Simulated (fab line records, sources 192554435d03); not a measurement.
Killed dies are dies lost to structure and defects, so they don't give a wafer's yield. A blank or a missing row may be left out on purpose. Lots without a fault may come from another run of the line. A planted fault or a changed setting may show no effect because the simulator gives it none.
One fault seen from 2 desks | flow n5_finfet | each desk has only its own numbers; what lay behind them comes last

THE METROLOGY DESK
What the gauges read, lot by lot, whatever tool the lot ran on: means of the sampled wafers that have a number. A lot is out of limits, marked OUT, if its mean lies more than 4 standard deviations from the usual mean; the brackets give that distance. Of its 12 readings 7 are shown: those that lie furthest out on some lot.
Columns: A = DIBL_N at N5_BEOL_M4_RC_MEAS_101, usual 36.4 mV/V; B = IOFF_N at N5_BEOL_M4_RC_MEAS_101, usual 0.159 nA/um; C = IOFF_P at N5_BEOL_M4_RC_MEAS_101, usual 0.21 nA/um; D = ION_N at N5_BEOL_M4_RC_MEAS_101, usual 670 uA/um; E = ION_P at N5_BEOL_M4_RC_MEAS_101, usual 459 uA/um; F = SS_N at N5_BEOL_M4_RC_MEAS_101, usual 71.5 mV/dec; G = VT_P at N5_BEOL_M4_RC_MEAS_101, usual -250 mV
lot  | first seen here | A    | B     | C    | D   | E   | F    | G
L865 | day 6 15:20     | 35.3 | 0.141 | 0.19 | 662 | 455 | 71.3 | -251
L866 | day 6 20:17     | 36.0 | 0.149 | 0.22 | 672 | 463 | 71.1 | -248
L864 | day 6 20:53     | 36.3 | 0.156 | 0.20 | 668 | 455 | 71.3 | -252
L867 | day 7 03:47     | 38.4 | 0.218 | 0.27 | 693 | 473 | 72.4 | -245
L868 | day 7 06:01     | 34.6 | 0.144 | 0.20 | 672 | 459 | 71.2 | -252
L878 | day 9 18:16     | 35.6 | 0.128 | 0.18 | 656 | 453 | 71.3 | -253
L884 | day 10 22:43    | 38.9 | 0.194 | 0.23 | 686 | 464 | 71.6 | -249
L885 | day 11 02:04    | 37.0 | 0.152 | 0.17 | 666 | 450 | 71.8 | -258
L886 | day 11 09:24    | 35.5 | 0.157 | 0.22 | 666 | 463 | 71.4 | -249
L887 | day 11 20:10    | 34.2 | 0.137 | 0.23 | 663 | 466 | 71.2 | -246
This desk's finding: nothing out of limits on any of the 10 lots.

THE TOOL OWNER'S DESK: pecvd-03
The tool's own readings at N5_BEOL_M1_ILD_DEP_00 (deposits SiOC from DEMS/O2, target thk 79 nm, time 15.3 s): means of the sampled wafers that have a number, for each lot that ran on this tool. A lot is out of limits, marked OUT, if its mean lies more than 4 standard deviations from the usual mean; the brackets give that distance.
Columns: A = heater_power_w at N5_BEOL_M1_ILD_DEP_00, usual 514 W; B = showerhead_plenum_p_Torr at N5_BEOL_M1_ILD_DEP_00, usual 5.694 Torr; C = throttle_valve_pct at N5_BEOL_M1_ILD_DEP_00, usual 12.0 %
lot  | first seen here | A   | B     | C
L866 | day 6 20:22     | 548 | 5.693 | 12.3
L864 | day 6 20:56     | 594 | 5.679 | 12.6
L867 | day 7 03:50     | 627 | 5.677 | 12.8
L868 | day 7 06:05     | 498 | 5.710 | 12.2
This desk's finding: nothing out of limits on any of the 4 lots.

PUT TOGETHER
The metrology desk saw nothing out of limits.
The tool owner's desk saw nothing out of limits.

WHAT THE SIMULATOR HAD PUT IN
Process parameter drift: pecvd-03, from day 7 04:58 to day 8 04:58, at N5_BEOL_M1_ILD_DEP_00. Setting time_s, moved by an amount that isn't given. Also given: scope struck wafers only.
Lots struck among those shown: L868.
